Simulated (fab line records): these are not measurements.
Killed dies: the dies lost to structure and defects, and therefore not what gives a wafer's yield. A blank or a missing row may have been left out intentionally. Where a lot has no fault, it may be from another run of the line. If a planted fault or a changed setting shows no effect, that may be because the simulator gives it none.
What tool caused it? / flow n5-finfet / Sampling: 10 lots, 30 wafers, 5 of 1938 route steps

## WHAT EACH GAUGE READ, for each wafer
N5_BEOL_M4_RC_MEAS_101.
lot=L983; measured=day 9 17:53; on=prober-01; COMB_M4_max_site (S/m)=9.8e-11 6.3e-11 1.21e-10
lot=L985; measured=day 10 07:59; on=prober-02; COMB_M4_max_site (S/m)=7.4e-11 9.4e-11 1.19e-10
lot=L986; measured=day 10 23:08; on=prober-02; COMB_M4_max_site (S/m)=1.55e-10 8.3e-11 5.6e-11
lot=L987; measured=day 11 04:16; on=prober-02; COMB_M4_max_site (S/m)=9.5e-11 7.6e-11 7.2e-11
lot=L988; measured=day 11 08:04; on=prober-02; COMB_M4_max_site (S/m)=1.07e-10 6.5e-11 8e-11
lot=L994; measured=day 12 22:44; on=prober-02; COMB_M4_max_site (S/m)=4.59e-10 4.2e-10 3.87e-10
lot=L998; measured=day 14 01:52; on=prober-02; COMB_M4_max_site (S/m)=1.04e-10 5.6e-11 6.6e-11
lot=L997; measured=day 14 05:40; on=prober-01; COMB_M4_max_site (S/m)=5.64e-10 3.86e-10 5.74e-10
lot=L101; measured=day 14 15:12; on=prober-02; COMB_M4_max_site (S/m)=6.4e-11 6.4e-11 4.4e-11
lot=L106; measured=day 15 13:35; on=prober-02; COMB_M4_max_site (S/m)=1e-10 1.11e-10 8.9e-11

## TOOL THAT RAN EACH LOT (tool first, then ch and the chambers of the sampled wafers, then the start)
lot=L983; N5_BEOL_M4_ALD_84=ald-metal-03 ch 0,2,3, day 9 14:12; N5_BEOL_M4_SPUTTER_90=pvd-sputter-01, day 9 16:08; N5_BEOL_M4_SPUTTER_96=pvd-sputter-01, day 9 16:47; N5_BEOL_M4_ANNEAL_51=rtp-anneal-01 ch 0, day 9 16:59
lot=L985; N5_BEOL_M4_ALD_84=ald-metal-04 ch 0,2,3, day 10 04:40; N5_BEOL_M4_SPUTTER_90=pvd-sputter-03, day 10 06:12; N5_BEOL_M4_SPUTTER_96=pvd-sputter-03, day 10 06:52; N5_BEOL_M4_ANNEAL_51=rtp-anneal-02 ch 0, day 10 07:04
lot=L986; N5_BEOL_M4_ALD_84=ald-metal-04 ch 0,1,3, day 10 19:26; N5_BEOL_M4_SPUTTER_90=pvd-sputter-02, day 10 21:21; N5_BEOL_M4_SPUTTER_96=pvd-sputter-02, day 10 22:01; N5_BEOL_M4_ANNEAL_51=rtp-anneal-02 ch 0, day 10 22:13
lot=L987; N5_BEOL_M4_ALD_84=ald-metal-04 ch 0,1,3, day 10 22:45; N5_BEOL_M4_SPUTTER_90=pvd-sputter-03, day 11 02:19; N5_BEOL_M4_SPUTTER_96=pvd-sputter-03, day 11 02:58; N5_BEOL_M4_ANNEAL_51=rtp-anneal-02 ch 0, day 11 03:10
lot=L988; N5_BEOL_M4_ALD_84=ald-metal-04 ch 1,2,3, day 11 04:39; N5_BEOL_M4_SPUTTER_90=pvd-sputter-01, day 11 06:19; N5_BEOL_M4_SPUTTER_96=pvd-sputter-01, day 11 06:58; N5_BEOL_M4_ANNEAL_51=rtp-anneal-01 ch 0, day 11 07:10
lot=L994; N5_BEOL_M4_ALD_84=ald-metal-04 ch 1,3, day 12 19:13; N5_BEOL_M4_SPUTTER_90=pvd-sputter-03, day 12 20:49; N5_BEOL_M4_SPUTTER_96=pvd-sputter-03, day 12 21:28; N5_BEOL_M4_ANNEAL_51=rtp-anneal-02 ch 0, day 12 21:43
lot=L998; N5_BEOL_M4_ALD_84=ald-metal-02 ch 0,1,2, day 13 21:57; N5_BEOL_M4_SPUTTER_90=pvd-sputter-01, day 13 23:56; N5_BEOL_M4_SPUTTER_96=pvd-sputter-01, day 14 00:35; N5_BEOL_M4_ANNEAL_51=rtp-anneal-01 ch 0, day 14 00:51
lot=L997; N5_BEOL_M4_ALD_84=ald-metal-04 ch 0,2,3, day 14 00:56; N5_BEOL_M4_SPUTTER_90=pvd-sputter-02, day 14 03:55; N5_BEOL_M4_SPUTTER_96=pvd-sputter-02, day 14 04:34; N5_BEOL_M4_ANNEAL_51=rtp-anneal-01 ch 0, day 14 04:46
lot=L101; N5_BEOL_M4_ALD_84=ald-metal-03 ch 0,3, day 14 11:52; N5_BEOL_M4_SPUTTER_90=pvd-sputter-02, day 14 13:26; N5_BEOL_M4_SPUTTER_96=pvd-sputter-02, day 14 14:06; N5_BEOL_M4_ANNEAL_51=rtp-anneal-01 ch 0, day 14 14:17
lot=L106; N5_BEOL_M4_ALD_84=ald-metal-03 ch 0,2, day 15 08:13; N5_BEOL_M4_SPUTTER_90=pvd-sputter-01, day 15 11:36; N5_BEOL_M4_SPUTTER_96=pvd-sputter-01, day 15 12:16; N5_BEOL_M4_ANNEAL_51=rtp-anneal-02 ch 0, day 15 12:30
- N5_BEOL_M4_ALD_84: deposits TaN, pulse time 2 s, purge time 3 s, co reactant purge time 2 s.
- N5_BEOL_M4_SPUTTER_90: material Cu, target thk 4.5 nm, time 8.29 s.
- N5_BEOL_M4_SPUTTER_96: material Cu, target thk 4.5 nm, time 8.29 s.
- N5_BEOL_M4_ANNEAL_51: time 90 s.

## THE ANSWER, worked out from the rows above alone
Rule: the usual values come from the lots themselves. Put in order of their means at a reading, lots are off if they are a third of the lots or fewer, leave a main group of 4 or more, and stand apart from it by a gap of 3 or more times the standard deviation of the main group's means; of several such gaps the widest counts. A main group whose means are all the same, to the digits that the tables above print for the reading, isn't used. A lot without any number at a reading at which 4 lots or more have one is off too. Any other lot the step has rows for is counted as sound.
Off: L994, L997, seen at N5_BEOL_M4_RC_MEAS_101 (COMB_M4_max_site). The main group: mean 8.6e-11 S/m, standard deviation 1.4e-11.
If a tool, at a process step before that reading, ran all the lots that are off and no sound lot after the first of them, it fits. Those tools and the gauges at N5_BEOL_M4_RC_MEAS_101 are tried in the same way. One fits: ald-metal-04 at N5_BEOL_M4_ALD_84. A fault onset in the window from L988 (day 11 04:39, its last sound lot) to L994 (day 12 19:13, its first lot off) fits.

## WHAT THE SIMULATOR HAD PUT IN
Site profile drift: ald-metal-04, from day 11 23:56 on, at N5_BEOL_M4_ALD_84. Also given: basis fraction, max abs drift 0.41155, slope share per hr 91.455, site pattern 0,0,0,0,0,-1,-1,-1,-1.
Struck lots among those shown: L994, L997. The rule given above showed the same thing.
